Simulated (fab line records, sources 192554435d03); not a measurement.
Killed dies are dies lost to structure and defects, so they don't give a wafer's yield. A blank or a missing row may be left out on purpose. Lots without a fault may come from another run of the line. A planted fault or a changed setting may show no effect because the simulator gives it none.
A struck lot beside a sound one | flow n5_finfet | 16 steps out of a route of 1938
Sound: wafers L604.1, L604.5, L604.6. Struck: wafers L602.1, L602.2, L602.5. The cause comes at the end.
At each step with rows: each side's tool, then ch and its chambers, then its first start. Under that, the readings that differ: sound wafers | struck wafers | difference of the means | sigmas: that difference in standard deviations of wafers without a fault.
alike: readings whose means differ by less than 2 such deviations, and words and numbers that are the same on both sides. not compared: withheld readings, readings that some wafer has no value for, bounds like >300 that may hide the same value, and numbers for which the record gives no deviation and whose values overlap.
The two part at a step that has a row with sigmas, a row that says differs or no value, or rows on one side only. Numbers that don't overlap but have no deviation are shown without sigmas and don't part them. A reading that every wafer of one side lacks parts them only if that side has two wafers or more.

N5_HKMG_FIN_STRIP_93: strips SOC in N2/H2, time 20 s.
  sound on rie_diel-05 ch 0,2, day 5 20:46; struck on rie_diel-01 ch 0,1,3, day 5 09:03
  reading      | sound          | struck         | difference | sigmas
  rf_vpp_V (V) | 53.9 53.7 51.7 | 55.9 55.2 55.1 | +2.3       | +3
  alike: drypump_motor_current_A, oes_product_au, showerhead_plenum_p_Torr, throttle_valve_pct
  not compared: rf_hours_counter_h
then, 1 step without rows for these wafers: N5_HKMG_FIN_WET_ETCH_76 (etches Al2O3 in dNH4OH, stops on La2O3, target depth 2.25 nm, rinse time 30 s).
N5_HKMG_FIN_STRIP_60: strips in N2/H2, time 360 s.
  sound on plasma_asher-01 ch 0,1, day 5 20:55; struck on plasma_asher-01 ch 0,1, day 5 09:28
  alike: drypump_motor_current_A, heater_power_w
  not compared: rf_hours_counter_h
then, 2 steps without rows for these wafers: N5_HKMG_FIN_WET_ETCH_77 (etches La2O3 in dHCl, stops on HfO2, target depth 2 nm); N5_HKMG_FIN_WET_ETCH_78 (etches Al2O3 in dNH4OH, stops on La2O3, target depth 4.5 nm, rinse time 30 s).
N5_HKMG_FIN_ALD_79: deposits TiN, target thk 1.5 nm, pulse time 1 s, purge time 3 s.
  sound on ald_metal-02 ch 0,1, day 5 22:21; struck on ald_metal-04 ch 0,1,2, day 5 09:56
  alike: heater_power_w, precursor_pulse_height_rel, susceptor_temp_C
N5_HKMG_FIN_CVD_62: deposits a-Si from Si2H6, target thk 3 nm, time 20.8 s.
  sound on thermal_cvd_si-01 ch 1,2, day 5 22:43; struck on thermal_cvd_si-01 ch 0,2, day 5 10:18
  alike: heater_power_w
then, 5 steps without rows for these wafers: N5_HKMG_FIN_RTA_80 (time 2 s); N5_HKMG_FIN_PRECLEAN_64 (cleans in dHF, time 30 s); N5_HKMG_FIN_WET_ETCH_65 (etches a-Si in TMAH, stops on TiN, time 49 s, target depth 3 nm); N5_HKMG_FIN_WET_ETCH_81 (etches TiN in SC1, stops on HfO2, time 57 s, target depth 6 nm); N5_HKMG_FIN_WET_ETCH_82 (etches La2O3 in dHCl, stops on HfO2, target depth 2 nm, rinse time 30 s).
N5_HKMG_FIN_ALD_36: deposits TiN, target thk 1 nm, pulse time 1 s, purge time 3 s.
  sound on ald_metal-04 ch 2,3, day 5 23:07; struck on ald_metal-02 ch 2,3, day 5 10:49
  reading              | sound                | struck               | difference | sigmas
  susceptor_temp_C (C) | 399.88 399.95 399.78 | 419.15 419.34 418.74 | +19.21     | +87
  alike: heater_power_w, precursor_pulse_height_rel
N5_HKMG_FIN_THK_MEAS_70: measures by xrf.
  sound on film_metro-02, day 5 23:23; struck on film_metro-01, day 5 11:06
  alike: HK_THK
-- the record jumps here: 4 days lie between the struck wafers' starts before and after (it left off in module HKMG_FIN and takes up again in module BEOL_M4, whose first step shown is number 1111 of the route) --
N5_BEOL_M4_RC_MEAS_101:
  sound on prober-02 ch 0, day 9 17:40; struck on prober-02 ch 0, day 9 02:08
  reading        | sound          | struck         | difference | sigmas
  IOFF_P (nA/um) | 0.17 0.21 0.20 | 0.29 0.26 0.26 | +0.08      | +2
  VT_P (mV)      | -253 -250 -250 | -242 -244 -243 | +8         | +2
  alike: DIBL_N, DIBL_P, IOFF_N, ION_N, ION_P, SS_N, SS_P, VT_N
then, 1 step without rows for these wafers: N5_PASSIVATION_PROBE_49.

WHERE THEY PART
First at N5_HKMG_FIN_STRIP_93; last, within this record, at N5_BEOL_M4_RC_MEAS_101.

WHY: what the simulator had put in
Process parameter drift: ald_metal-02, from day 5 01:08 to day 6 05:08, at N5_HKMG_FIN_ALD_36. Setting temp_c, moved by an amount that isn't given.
